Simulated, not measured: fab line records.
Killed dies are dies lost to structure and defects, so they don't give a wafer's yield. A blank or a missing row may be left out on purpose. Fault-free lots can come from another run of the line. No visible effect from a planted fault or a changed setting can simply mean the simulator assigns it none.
fab line records -- flow n5-finfet
record: lots: 7, wafers: 21
route steps=1938 shown BEOL_M5@1140 BEOL_M6@1230 BEOL_M7@1266 BEOL_M9@1408
start-h: the number of hours between the record's first day and the start of the first shown wafer of the lot -- wait-h: hours elapsed since this lot's preceding step -- " repeats the value in the row above -- L1.1+2: a single row standing in for several wafers -- - no value present, or no start provided -- * or withheld: withheld -- < > ~ a bound
route shown NAME@n: a module of which the file shows steps, and the number in the route of the first -- usual: average and standard deviation across the fault-free wafers -- same: alike in all rows -- chamber/n: place in a boat -- sites: readings site by site -- _std_site: their standard deviation -- _edge_site: outer sites' mean less inner sites' -- radius-mm: how far each site lies from the wafer's centre -- mask NAME#n: copy n -- behind: the tool/chamber that last shaped the wafer -- hold: why the lot was held/for how many hours/how that ended -- device: whichever transistor did not switch (one of n, p or np) -- end of line: the tests these same wafers got at the end of their route -- a step given without rows: its recipe and nothing more -- killed: not the wafer's yield, but the dies lost to structure and defects at the first sort -- map: dies across one wafer; x = killed, . = not, _ = none there
set.NAME: setting as actually run; set.NAME@STEP: the setting as run at that earlier step -- model.NAME: the simulator's own value behind a step, which no gauge read
lots whose settings were changed on purpose; a table a step, a row a wafer
== steps ==
step: N5_BEOL_M5_COAT_66
recipe: resist: SiARC, temp-c: 220, time-s: 60, spin-rpm: 1500, resist-thk-nm: 12
lot.wafer,tool,chamber,start-h,wait-h,set.spin-rpm,model.SiARC_of_BEOL_M5_COAT_66.thk-nm
L074.1+6,litho-track-05,0,-,-,1500,12
L074.2,litho-track-05,0,-,-,1626,11.6
L078.2,litho-track-05,0,-,-,1345,12.8
L078.3+4,litho-track-05,0,-,-,1500,12
L080.1+3+4,litho-track-05,0,-,-,1500,12
L081.2+4+5,litho-track-05,0,-,-,1500,12
L089.1,litho-track-01,0,-,-,1626,11.6
L089.2+3,litho-track-01,0,-,-,1500,12
L091.2+4+5,litho-track-01,0,-,-,1500,12
L093.1+2,litho-track-01,0,-,-,1500,12
L093.4,litho-track-01,0,-,-,1408,12.4
step: N5_BEOL_M5_COAT_74
recipe: resist: underlayer, temp-c: 205, time-s: 60, spin-rpm: 1500, resist-thk-nm: 5
step: N5_BEOL_M5_COAT_22
recipe: resist: CAR-EUV, spin-rpm: 1500, resist-thk-nm: 30
step: N5_BEOL_M5_DESCUM_33
recipe: chemistry: O2, time-s: 7, source-power-w: 50, bias-power-w: 20, pressure-mtorr: 20, rf-frequency-hz: 2.712e+07, temp-c: 40, resist: CAR-EUV, o2-flow-sccm: 225
step: N5_BEOL_M5_ETCH_75
recipe: chemistry: N2/H2, target: underlayer, target-depth-a: 65, mask-material: CAR-EUV, time-s: 5.2, ion-energy-ev: 200, pressure-mtorr: 30, source-w: 840, bias-w: 150, n2-flow-sccm: 200, h2-flow-sccm: 200, ends: cleared
step: N5_BEOL_M5_ETCH_67
recipe: chemistry: CF4, target: SiARC, target-depth-a: 156, mask-material: CAR-EUV, time-s: 26, ion-energy-ev: 80, pressure-mtorr: 40, source-w: 545, bias-w: 36, Ar_flow_sccm: 100, cf4-flow-sccm: 100, ends: cleared
lot.wafer,tool,chamber,start-h,wait-h,set.spin-rpm@BEOL_M5_COAT_66,model.etch.depth-nm
L074.1,rie-diel-06,0,207.56,0.0,1500,11.98
L074.2,rie-diel-06,2,207.56,0.0,1626,11.52
L074.6,rie-diel-06,1,207.56,0.0,1500,12.01
L078.2,rie-diel-03,1,213.87,0.0,1345,12.7
L078.3,rie-diel-03,0,213.87,0.0,1500,12
L078.4,rie-diel-03,3,213.87,0.0,1500,12.05
L080.1+3,rie-diel-06,"2,0",231.25,0.0,1500,12.01
L080.4,rie-diel-06,3,231.25,0.0,1500,12
L081.2,rie-diel-06,1,241.96,0.0,1500,12.03
L081.4+5,rie-diel-06,"2,0",241.96,0.0,1500,12
L089.1,rie-diel-01,2,292.02,0.0,1626,11.58
L089.2,rie-diel-01,3,292.02,0.0,1500,12.05
L089.3,rie-diel-01,0,292.02,0.0,1500,12.03
L091.2,rie-diel-01,1,298.94,0.0,1500,12.07
L091.4+5,rie-diel-01,"0,1",298.94,0.0,1500,12.06
L093.1,rie-diel-01,3,303.84,0.0,1500,11.97
L093.2,rie-diel-01,2,303.84,0.0,1500,11.98
L093.4,rie-diel-01,0,303.84,0.0,1408,12.37
step: N5_BEOL_M5_ETCH_68
recipe: chemistry: N2/H2, target: SOC, target-depth-a: 800, overetch-a: 160, mask-material: SiARC, temp-c: 40, time-s: 120, ion-energy-ev: 200, pressure-mtorr: 30, source-w: 840, bias-w: 150, n2-flow-sccm: 200, h2-flow-sccm: 200
step: N5_BEOL_M5_STRIP_69
recipe: chemistry: N2/H2, temp-c: 40, n2-flow-sccm: 200, h2-flow-sccm: 200, rf-frequency-hz: 6e+07
step: N5_BEOL_M5_STRIP_85
recipe: chemistry: C4F6/O2, resist: SiARC, rf-frequency-hz: 6e+07
step: N5_BEOL_M5_STRIP_36
recipe: chemistry: N2/H2, power-w: 450, temp-c: 40, pressure-mtorr: 20, rf-frequency-hz: 6e+07, overash-fraction: 0.3, bias-power-w: 7, h2-frac: 0.5, n2-flow-sccm: 200, h2-flow-sccm: 200
step: N5_BEOL_M5_TRENCH_ETCH_37
recipe: chemistry: C4F6/O2, target-depth-a: 716.52, target: SiCOH_lowk, time-s: 24.7, ion-energy-ev: 250, pressure-mtorr: 30, source-w: 345, bias-w: 185, Ar_flow_sccm: 300, C4F6_flow_sccm: 10, O2_flow_sccm: 10
lot.wafer,tool,chamber,start-h,wait-h,set.target-thk-a@BEOL_M5_HM_DEP_02,model.TiN_of_BEOL_M5_HM_DEP_02.thk-nm
L074.1,rie-diel-06,0,-,-,223.8,20.6
L074.2,rie-diel-06,2,-,-,223.8,20.8
L074.6,rie-diel-06,1,-,-,200,18
L078.2+4,rie-diel-03,"1,3",-,-,200,18.2
L078.3,rie-diel-03,0,-,-,200,18
L080.1,rie-diel-06,2,-,-,200,17.6
L080.3+4,rie-diel-06,"0,3",-,-,200,17.8
L081.2,rie-diel-06,1,-,-,200,17.8
L081.4,rie-diel-06,2,-,-,200,18.2
L081.5,rie-diel-06,0,-,-,217.3,19.6
L089.1+2,rie-diel-01,"2,3",-,-,190.1,17
L089.3,rie-diel-01,0,-,-,190.1,16.6
L091.2+5,rie-diel-01,1,-,-,200,17.8
L091.4,rie-diel-01,0,-,-,200,17.6
L093.1,rie-diel-01,3,-,-,221.1,19.8
L093.2,rie-diel-01,2,-,-,221.1,20.2
L093.4,rie-diel-01,0,-,-,221.1,20
step: N5_BEOL_M6_DESCUM_33
recipe: chemistry: O2, time-s: 7, source-power-w: 50, bias-power-w: 20, pressure-mtorr: 20, rf-frequency-hz: 2.712e+07, temp-c: 40, resist: CAR-EUV, o2-flow-sccm: 225
lot.wafer,tool,chamber,start-h,wait-h,set.time-s,model.CAR-EUV_of_BEOL_M6_COAT_22.thk-nm
L074.1,rie-diel-05,2,221.73,0.0,7,26
L074.2,rie-diel-05,0,221.73,0.0,5.771,26.6
L074.6,rie-diel-05,1,221.73,0.0,5.771,26.8
L078.2,rie-diel-02,1,225.82,0.1,7,26.2
L078.3,rie-diel-02,3,225.82,0.1,7,26
L078.4,rie-diel-02,1,225.82,0.1,8.009,25.6
L080.1,rie-diel-05,0,242.09,0.3,7,26.2
L080.3+4,rie-diel-05,"2,0",242.09,0.3,7,26
L081.2,rie-diel-04,1,253.59,0.1,7,26
L081.4+5,rie-diel-04,"2,0",253.59,0.1,8.279,25.4
L089.1+3,rie-diel-04,"3,0",309.79,0.3,7.953,25.6
L089.2,rie-diel-04,2,309.79,0.3,7,26
L091.2+5,rie-diel-05,"1,3",313.50,0.1,7,26.2
L091.4,rie-diel-05,2,313.50,0.1,8.164,25.6
L093.1+2+4,rie-diel-05,"1,3,2",316.44,0.0,7,26.2
step: N5_BEOL_M7_PECVD_70
recipe: material: SiO2, target-thk-a: 200, temp-c: 400, precursor: TEOS/O2, pressure-torr: 5.5, rf-w: 450, teos-flow-sccm: 53.8, gas: O2, flow-sccm: 3000, time-s: 22.7
lot.wafer,tool,chamber,start-h,wait-h,set.temp-c,model.SiO2_of_BEOL_M7_PECVD_70.thk-nm
L074.1,pecvd-04,2,225.79,0.0,400,19.8
L074.2,pecvd-04,0,225.79,0.0,400,20
L074.6,pecvd-04,0,225.79,0.0,395.2,20.8
L078.2,pecvd-02,1,229.87,0.0,400,20
L078.3,pecvd-02,2,229.87,0.0,400,20.2
L078.4,pecvd-02,1,229.87,0.0,400,20.6
L080.1,pecvd-01,1,246.00,0.0,400,19.8
L080.3,pecvd-01,0,246.00,0.0,400,20.6
L080.4,pecvd-01,2,246.00,0.0,400,20.4
L081.2,pecvd-02,0,258.45,0.0,408.1,18.8
L081.4,pecvd-02,1,258.45,0.0,400,20.4
L081.5,pecvd-02,0,258.45,0.0,408.1,19.2
L089.1+2,pecvd-02,"0,2",316.90,0.0,400,19.6
L089.3,pecvd-02,1,316.90,0.0,387.5,21.8
L091.2+4,pecvd-02,"1,0",319.49,0.0,400,20
L091.5,pecvd-02,2,319.49,0.0,400,20.4
L093.1,pecvd-04,2,320.41,0.0,400,19.6
L093.2+4,pecvd-04,"0,1",320.41,0.0,400,19.8
step: N5_BEOL_M7_TRENCH_ETCH_37
recipe: chemistry: C4F6/O2, target-depth-a: 934.78, target: SiCOH_lowk, time-s: 31.2, ion-energy-ev: 250, pressure-mtorr: 30, source-w: 345, bias-w: 185, Ar_flow_sccm: 300, C4F6_flow_sccm: 10, O2_flow_sccm: 10
lot.wafer,tool,chamber,start-h,wait-h,set.time-s,model.etch.depth-nm,model.BEOL_M7.feature-depth-nm
L074.1,rie-diel-01,1,-,-,24.4,73.18,73.2
L074.2,rie-diel-01,0,-,-,24.4,70.88,70.8
L074.6,rie-diel-01,0,-,-,24.4,70.22,70.2
L078.2,rie-diel-06,3,-,-,31.2,91.18,91.2
L078.3,rie-diel-06,2,-,-,31.2,91.47,91.4
L078.4,rie-diel-06,0,-,-,31.2,92.41,92.4
L080.1,rie-diel-06,0,-,-,31.2,93.04,93
L080.3,rie-diel-06,3,-,-,31.2,90.19,90.2
L080.4,rie-diel-06,1,-,-,31.2,95.54,95.6
L081.2,rie-diel-01,2,-,-,31.2,90.54,90.6
L081.4,rie-diel-01,0,-,-,31.2,91.8,91.8
L081.5,rie-diel-01,1,-,-,31.2,93.13,93.2
L089.1,rie-diel-03,1,-,-,31.2,95.72,95.8
L089.2,rie-diel-03,3,-,-,35.47,107.8,107.8
L089.3,rie-diel-03,0,-,-,35.47,106,106
L091.2,rie-diel-01,2,-,-,31.2,92.55,92.6
L091.4,rie-diel-01,3,-,-,24.23,72.14,72.2
L091.5,rie-diel-01,1,-,-,24.23,72.51,72.6
L093.1,rie-diel-01,2,-,-,31.2,92.74,92.8
L093.2,rie-diel-01,0,-,-,31.2,91.39,91.4
L093.4,rie-diel-01,1,-,-,31.2,94.09,94
step: N5_BEOL_M7_ETCH_41
recipe: chemistry: CH3F/O2, target: SiCN, target-depth-a: 319, taper-deg: 2, time-s: 57.8, ion-energy-ev: 120, mask-material: TiN, pressure-mtorr: 30, source-w: 395, bias-w: 75, Ar_flow_sccm: 150, CH3F_flow_sccm: 30, O2_flow_sccm: 20
usual: rf-vpp-V: 297.1/1.6
lot.wafer,tool,chamber,start-h,wait-h,set.source-w,rf-vpp-V
L074.1,rie-diel-01,1,-,-,444.9,283.3
L074.2,rie-diel-01,0,-,-,395,297.2
L074.6,rie-diel-01,0,-,-,444.9,284.5
L078.2,rie-diel-06,3,-,-,457.5,282.6
L078.3,rie-diel-06,2,-,-,395,298.7
L078.4,rie-diel-06,0,-,-,457.5,284.0
L080.1,rie-diel-06,0,-,-,395,299.1
L080.3,rie-diel-06,3,-,-,395,296.4
L080.4,rie-diel-06,1,-,-,395,298.4
L081.2,rie-diel-01,2,-,-,395,301.1
L081.4,rie-diel-01,0,-,-,395,298.5
L081.5,rie-diel-01,1,-,-,395,295.0
L089.1,rie-diel-03,1,-,-,395,295.9
L089.2,rie-diel-03,3,-,-,395,294.7
L089.3,rie-diel-03,0,-,-,395,298.7
L091.2,rie-diel-01,2,-,-,420.1,292.9
L091.4,rie-diel-01,3,-,-,395,296.8
L091.5,rie-diel-01,1,-,-,420.1,288.8
L093.1,rie-diel-01,2,-,-,395,299.8
L093.2,rie-diel-01,0,-,-,395,295.7
L093.4,rie-diel-01,1,-,-,395,296.8
step: N5_BEOL_M7_STRIP_80
recipe: chemistry: N2/H2, time-s: 10, power-w: 450, temp-c: 40, pressure-mtorr: 20, rf-frequency-hz: 6e+07, bias-power-w: 7, n2-flow-sccm: 200, h2-flow-sccm: 200
step: N5_BEOL_M7_OCD_MEAS_38
usual: trench-depth-nm: 93.1/1.6
lot.wafer,tool,chamber,start-h,wait-h,set.time-s@BEOL_M7_TRENCH_ETCH_37,trench-depth-nm
L074.1,ocd-02,-,228.85,-,24.4,73.4
L074.2,ocd-02,-,228.85,-,24.4,71.0
L074.6,ocd-02,-,228.85,-,24.4,69.8
L078.2,ocd-01,-,236.79,-,31.2,91.4
L078.3,ocd-01,-,236.79,-,31.2,91.5
L078.4,ocd-01,-,236.79,-,31.2,92.6
L080.1,ocd-01,-,252.12,-,31.2,93.4
L080.3,ocd-01,-,252.12,-,31.2,90.5
L080.4,ocd-01,-,252.12,-,31.2,95.3
L081.2,ocd-01,-,262.25,-,31.2,90.4
L081.4,ocd-01,-,262.25,-,31.2,91.9
L081.5,ocd-01,-,262.25,-,31.2,93.3
L089.1,ocd-02,-,321.18,-,31.2,96.1
L089.2,ocd-02,-,321.18,-,35.47,108.0
L089.3,ocd-02,-,321.18,-,35.47,106.4
L091.2,ocd-01,-,323.13,-,31.2,92.3
L091.4,ocd-01,-,323.13,-,24.23,72.0
L091.5,ocd-01,-,323.13,-,24.23,72.7
L093.1,ocd-01,-,323.52,-,31.2,92.7
L093.2,ocd-01,-,323.52,-,31.2,91.3
L093.4,ocd-01,-,323.52,-,31.2,94.3
step: N5_BEOL_M7_HM_STRIP_39
recipe: chemistry: peroxide-tin-strip, material: TiN, target-depth-a: 250, temp-c: 50, time-s: 158
lot.wafer,tool,chamber,start-h,wait-h,set.temp-c@BEOL_M7_PECVD_70,model.SiO2_of_BEOL_M7_PECVD_70.thk-nm
L074.1,wet-bench-04,4,228.88,0.0,400,19.6
L074.2,wet-bench-04,6,228.88,0.0,400,19.8
L074.6,wet-bench-04,7,228.88,0.0,395.2,20.8
L078.2,wet-bench-01,6,236.82,0.0,400,19.8
L078.3,wet-bench-01,4,236.82,0.0,400,20
L078.4,wet-bench-01,0,236.82,0.0,400,20.4
L080.1,wet-bench-01,1,252.15,0.0,400,19.8
L080.3+4,wet-bench-01,"6,0",252.15,0.0,400,20.4
L081.2,wet-bench-03,4,262.28,0.0,408.1,18.6
L081.4,wet-bench-03,3,262.28,0.0,400,20.2
L081.5,wet-bench-03,2,262.28,0.0,408.1,19
L089.1+2,wet-bench-01,"2,4",321.21,0.0,400,19.4
L089.3,wet-bench-01,3,321.21,0.0,387.5,21.6
L091.2+4,wet-bench-03,"2,7",323.16,0.0,400,19.8
L091.5,wet-bench-03,6,323.16,0.0,400,20.2
L093.1,wet-bench-03,1,323.56,0.0,400,19.4
L093.2+4,wet-bench-03,"5,2",323.56,0.0,400,19.6
step: N5_BEOL_M7_SRD_40
recipe: time-s: 30, temp-c: 23, rinse-liquid: diw, dry: ipa-marangoni
step: N5_BEOL_M7_PRECLEAN_42
recipe: chemistry: residue-remover, time-s: 60, temp-c: 40
step: N5_BEOL_M7_ECD_50
recipe: material: Cu, target-thk-a: 3000
step: N5_BEOL_M7_ANNEAL_51
recipe: temp-c: 225, time-s: 90, ambient: N2
step: N5_BEOL_M7_CMP_52
recipe: stop-on: SiCOH_lowk, t-overpolish-s: 6.9, down-force-psi: 1, platen-rpm: 50, clearing-platen-down-force-psi: 1.5, clearing-platen-rpm: 50, post-cmp-clean: cu-alkaline, target-thk-nm: 80, clearing-platen-pad-velocity-m-s: 0.99484, pad-velocity-m-s: 0.99484
lot.wafer,tool,chamber,start-h,wait-h,set.time-s@BEOL_M7_TRENCH_ETCH_37,model.Cu_of_BEOL_M7_ECD_50.thk-nm
L074.2,cmp-04,1,232.43,0.2,24.4,58.6
L074.1,cmp-04,3,232.43,0.2,24.4,60.2
L074.6,cmp-04,1,232.43,0.2,24.4,57.2
L078.3,cmp-04,1,239.17,0.2,31.2,78.6
L078.4,cmp-04,2,239.17,0.2,31.2,78
L078.2,cmp-04,3,239.17,0.2,31.2,77.4
L080.1,cmp-02,1,254.54,0.3,31.2,79.2
L080.4,cmp-02,2,254.54,0.3,31.2,81
L080.3,cmp-02,3,254.54,0.3,31.2,75.6
L081.4,cmp-02,2,265.36,0.1,31.2,78
L081.2,cmp-02,1,265.36,0.1,31.2,78.2
L081.5,cmp-02,3,265.36,0.1,31.2,79.4
L089.3,cmp-04,1,323.61,0.2,35.47,92.4
L089.1,cmp-04,2,323.61,0.2,31.2,80.8
L089.2,cmp-04,3,323.61,0.2,35.47,94
L091.4,cmp-01,3,325.30,0.3,24.23,59.2
L091.2,cmp-01,1,325.30,0.3,31.2,78.4
L091.5,cmp-01,2,325.30,0.3,24.23,58.6
L093.1,cmp-01,0,325.79,0.3,31.2,80
L093.4,cmp-01,1,325.79,0.3,31.2,79.4
L093.2,cmp-01,2,325.79,0.3,31.2,78.2
step: N5_BEOL_M7_THK_MEAS_53
recipe: thk-meas-gauge: xrf, reads: Cu_of_BEOL_M7_ECD_50
usual: M7_THK: 79.7/1.9
lot.wafer,tool,chamber,start-h,wait-h,set.time-s@BEOL_M7_TRENCH_ETCH_37,M7_THK[nm]
L074.1,film-metro-01,-,232.68,-,24.4,60.7
L074.2,film-metro-01,-,232.68,-,24.4,58.9
L074.6,film-metro-01,-,232.68,-,24.4,57.5
L078.2,film-metro-01,-,239.46,-,31.2,78.6
L078.3,film-metro-01,-,239.46,-,31.2,79.7
L078.4,film-metro-01,-,239.46,-,31.2,79.1
L080.1,film-metro-01,-,254.80,-,31.2,79.5
L080.3,film-metro-01,-,254.80,-,31.2,75.7
L080.4,film-metro-01,-,254.80,-,31.2,81.4
L081.2,film-metro-01,-,265.65,-,31.2,78.5
L081.4,film-metro-01,-,265.65,-,31.2,78.3
L081.5,film-metro-01,-,265.65,-,31.2,79.6
L089.1,film-metro-02,-,323.87,-,31.2,81.5
L089.2,film-metro-02,-,323.87,-,35.47,94.1
L089.3,film-metro-02,-,323.87,-,35.47,92.9
L091.2,film-metro-01,-,325.56,-,31.2,79.1
L091.4,film-metro-01,-,325.56,-,24.23,59.8
L091.5,film-metro-01,-,325.56,-,24.23,59.3
L093.1,film-metro-01,-,326.05,-,31.2,80.5
L093.2,film-metro-01,-,326.05,-,31.2,78.4
L093.4,film-metro-01,-,326.05,-,31.2,79.7
step: N5_BEOL_M7_PRE_CLEAN_55
recipe: gas: NH3, time-s: 15, temp-c: withheld, rf-power-w: 300
step: N5_BEOL_M7_DEP_56
recipe: material: SiCN, target-thk-a: 100, temp-c: withheld, precursor: 3MS/NH3, pressure-torr: 3, rf-w: 202, time-s: 17.5
step: N5_BEOL_M7_RS_MEAS_57
recipe: thk-meas-gauge: four-point-probe, reads: Cu_of_BEOL_M7_ECD_50+Co_of_BEOL_M7_CVD_78+TaN_of_BEOL_M7_ALD_77
usual: M7_RS: 0.289/0.0079
lot.wafer,tool,chamber,start-h,wait-h,set.time-s@BEOL_M7_TRENCH_ETCH_37,M7_RS[ohm/sq]
L074.1,film-metro-02,-,232.81,0.1,24.4,0.402
L074.2,film-metro-02,-,232.81,0.1,24.4,0.415
L074.6,film-metro-02,-,232.81,0.1,24.4,0.429
L078.2,film-metro-01,-,239.60,0.1,31.2,0.298
L078.3,film-metro-01,-,239.60,0.1,31.2,0.293
L078.4,film-metro-01,-,239.60,0.1,31.2,0.295
L080.1,film-metro-02,-,254.93,0.1,31.2,0.289
L080.3,film-metro-02,-,254.93,0.1,31.2,0.306
L080.4,film-metro-02,-,254.93,0.1,31.2,0.283
L081.2,film-metro-01,-,265.78,0.1,31.2,0.294
L081.4,film-metro-01,-,265.78,0.1,31.2,0.295
L081.5,film-metro-01,-,265.78,0.1,31.2,0.289
L089.1,film-metro-01,-,324.00,0.1,31.2,0.283
L089.2,film-metro-01,-,324.00,0.1,35.47,0.237
L089.3,film-metro-01,-,324.00,0.1,35.47,0.242
L091.2,film-metro-02,-,325.69,0.1,31.2,0.293
L091.4,film-metro-02,-,325.69,0.1,24.23,0.411
L091.5,film-metro-02,-,325.69,0.1,24.23,0.415
L093.1,film-metro-02,-,326.18,0.1,31.2,0.286
L093.2,film-metro-02,-,326.18,0.1,31.2,0.294
L093.4,film-metro-02,-,326.18,0.1,31.2,0.289
step: N5_BEOL_M9_COAT_05
recipe: resist: CAR-ArF, spin-rpm: 1500, resist-thk-nm: 90
lot.wafer,tool,chamber,start-h,wait-h,set.spin-rpm,model.CAR-ArF_of_BEOL_M9_COAT_05.thk-nm
L074.1+6,litho-track-04,0,-,-,1583,88
L074.2,litho-track-04,0,-,-,1500,90.4
L078.2,litho-track-04,0,-,-,1369,94.2
L078.3,litho-track-04,0,-,-,1500,90.4
L078.4,litho-track-04,0,-,-,1500,90.2
L080.1+3+4,litho-track-01,0,-,-,1500,89.8
L081.2+4+5,litho-track-01,0,-,-,1653,85.4
L089.1,litho-track-01,0,-,-,1500,90.4
L089.2,litho-track-01,0,-,-,1622,87
L089.3,litho-track-01,0,-,-,1622,87.2
L091.2+4,litho-track-04,0,-,-,1548,88.6
L091.5,litho-track-04,0,-,-,1548,88.8
L093.1+2,litho-track-01,0,-,-,1500,90.6
L093.4,litho-track-01,0,-,-,1554,88.8
step: N5_BEOL_M9_EBR_07
recipe: solvent: PGMEA, ebr-width-mm: 1.5
step: N5_BEOL_M9_SOFTBAKE_06
recipe: temp-c: 110, time-s: 60, resist: CAR-ArF
step: N5_BEOL_M9_DESCUM_16
recipe: chemistry: O2, time-s: 7.9, source-power-w: 50, bias-power-w: 20, pressure-mtorr: 20, rf-frequency-hz: 2.712e+07, temp-c: 40, resist: CAR-ArF, o2-flow-sccm: 225
lot.wafer,tool,chamber,start-h,wait-h,set.spin-rpm@BEOL_M9_COAT_05,model.CAR-ArF_of_BEOL_M9_COAT_05.thk-nm
L074.1+6,rie-diel-03,"3,1",243.75,0.1,1583,81.4
L074.2,rie-diel-03,2,243.75,0.1,1500,83.8
L078.2,rie-diel-03,0,254.52,0.0,1369,87.8
L078.3,rie-diel-03,1,254.52,0.0,1500,84
L078.4,rie-diel-03,2,254.52,0.0,1500,83.6
L080.1+3,rie-diel-01,"1,2",266.38,0.0,1500,83.2
L080.4,rie-diel-01,0,266.38,0.0,1500,83.4
L081.2+4+5,rie-diel-03,"3,1,3",275.57,0.0,1653,79
L089.1,rie-diel-01,2,336.12,0.4,1500,83.8
L089.2,rie-diel-01,1,336.12,0.4,1622,80.4
L089.3,rie-diel-01,0,336.12,0.4,1622,80.6
L091.2+4,rie-diel-06,"0,2",343.31,0.0,1548,82
L091.5,rie-diel-06,0,343.31,0.0,1548,82.4
L093.1+2,rie-diel-01,"2,3",343.57,0.0,1500,84
L093.4,rie-diel-01,1,343.57,0.0,1554,82.2
step: N5_BEOL_M9_ETCH_61
recipe: chemistry: CF4, target: SiARC, target-depth-a: 390, mask-material: CAR-ArF, time-s: 65, ion-energy-ev: 80, pressure-mtorr: 40, source-w: 545, bias-w: 36, Ar_flow_sccm: 100, cf4-flow-sccm: 100, ends: cleared
usual: etch-rf-on-time-s: 65.3/1.4, rf-vpp-V: 183.8/1.1
lot.wafer,tool,chamber,start-h,wait-h,set.source-w,set.spin-rpm@BEOL_M9_COAT_05,etch-rf-on-time-s,rf-vpp-V,model.CAR-ArF_of_BEOL_M9_COAT_05.thk-nm
L074.1,rie-diel-03,3,243.79,0.0,462.9,1583,75.9,195.6,53.4
L074.2,rie-diel-03,2,243.79,0.0,462.9,1500,74.8,193.9,55.8
L074.6,rie-diel-03,1,243.79,0.0,545,1583,63.9,182.4,53.4
L078.2,rie-diel-03,0,254.55,0.0,545,1369,66.2,183.5,59.8
L078.3,rie-diel-03,1,254.55,0.0,545,1500,64.3,183.4,56
L078.4,rie-diel-03,2,254.55,0.0,545,1500,65.2,184.7,55.8
L080.1,rie-diel-01,1,266.42,0.0,545,1500,63.4,182.2,55
L080.3,rie-diel-01,2,266.42,0.0,545,1500,66.5,185.6,55.2
L080.4,rie-diel-01,0,266.42,0.0,545,1500,66.1,184.0,55.4
L081.2,rie-diel-03,3,275.61,0.0,545,1653,64.2,182.0,51
L081.4,rie-diel-03,1,275.61,0.0,545,1653,64.0,181.8,51
L081.5,rie-diel-03,3,275.61,0.0,545,1653,65.2,183.1,50.8
L089.1,rie-diel-01,2,336.16,0.0,504.1,1500,71.7,189.4,56
L089.2,rie-diel-01,1,336.16,0.0,504.1,1622,69.2,187.5,52.4
L089.3,rie-diel-01,0,336.16,0.0,504.1,1622,72.1,188.7,52.6
L091.2,rie-diel-06,0,343.35,0.0,545,1548,66.3,184.3,54
L091.4,rie-diel-06,2,343.35,0.0,614.6,1548,60.7,177.6,54.2
L091.5,rie-diel-06,0,343.35,0.0,545,1548,66.4,183.5,54.2
L093.1,rie-diel-01,2,343.61,0.0,577.4,1500,63.6,182.0,56
L093.2,rie-diel-01,3,343.61,0.0,545,1500,64.7,181.7,56
L093.4,rie-diel-01,1,343.61,0.0,545,1554,64.1,184.0,54
== key ==
split: step: N5_BEOL_M5_COAT_66, setting: spin-rpm, stated: 1500, by: wafer
response: step: N5_BEOL_M5_COAT_66, reading: model.SiARC_of_BEOL_M5_COAT_66.thk-nm, change: -0.0611, per: 1%, r: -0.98
response: step: N5_BEOL_M5_ETCH_67, reading: model.etch.depth-nm, change: -0.0606, per: 1%, r: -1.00
split: step: N5_BEOL_M6_DESCUM_33, setting: time-s, stated: 7, by: wafer
response: step: N5_BEOL_M6_DESCUM_33, reading: model.CAR-EUV_of_BEOL_M6_COAT_22.thk-nm, change: -0.035, per: 1%, r: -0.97
split: step: N5_BEOL_M7_PECVD_70, setting: temp-c, stated: 400, by: wafer
response: step: N5_BEOL_M7_PECVD_70, reading: model.SiO2_of_BEOL_M7_PECVD_70.thk-nm, change: -0.705, per: 1%, r: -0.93
response: step: N5_BEOL_M7_HM_STRIP_39, reading: model.SiO2_of_BEOL_M7_PECVD_70.thk-nm, change: -0.721, per: 1%, r: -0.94
split: step: N5_BEOL_M7_TRENCH_ETCH_37, setting: time-s, stated: 31.2, by: wafer
response: step: N5_BEOL_M7_TRENCH_ETCH_37, reading: model.etch.depth-nm, change: +0.881, per: 1%, r: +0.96
response: step: N5_BEOL_M7_TRENCH_ETCH_37, reading: model.BEOL_M7.feature-depth-nm, change: +0.879, per: 1%, r: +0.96
response: step: N5_BEOL_M7_OCD_MEAS_38, reading: trench-depth-nm, change: +0.869, per: 1%, r: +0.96
response: step: N5_BEOL_M7_CMP_52, reading: model.Cu_of_BEOL_M7_ECD_50.thk-nm, change: +0.882, per: 1%, r: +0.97
response: step: N5_BEOL_M7_THK_MEAS_53, reading: M7_THK, change: +0.876, per: 1%, r: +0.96
response: step: N5_BEOL_M7_RS_MEAS_57, reading: M7_RS, change: -0.00477, per: 1%, r: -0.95
split: step: N5_BEOL_M7_ETCH_41, setting: source-w, stated: 395, by: wafer
response: step: N5_BEOL_M7_ETCH_41, reading: rf-vpp-V, change: -1, per: 1%, r: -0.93
split: step: N5_BEOL_M9_COAT_05, setting: spin-rpm, stated: 1500, by: wafer
response: step: N5_BEOL_M9_COAT_05, reading: model.CAR-ArF_of_BEOL_M9_COAT_05.thk-nm, change: -0.434, per: 1%, r: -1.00
response: step: N5_BEOL_M9_DESCUM_16, reading: model.CAR-ArF_of_BEOL_M9_COAT_05.thk-nm, change: -0.438, per: 1%, r: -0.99
response: step: N5_BEOL_M9_ETCH_61, reading: model.CAR-ArF_of_BEOL_M9_COAT_05.thk-nm, change: -0.446, per: 1%, r: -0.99
split: step: N5_BEOL_M9_ETCH_61, setting: source-w, stated: 545, by: wafer
response: step: N5_BEOL_M9_ETCH_61, reading: etch-rf-on-time-s, change: *, per: 1%, r: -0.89
response: step: N5_BEOL_M9_ETCH_61, reading: rf-vpp-V, change: -0.638, per: 1%, r: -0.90
split outside-this-file step=N5_BEOL_M5_HM_DEP_02 setting=target-thk-a
split outside-this-file: this setting was split too, and the file shows its column; the key of that split is in another file
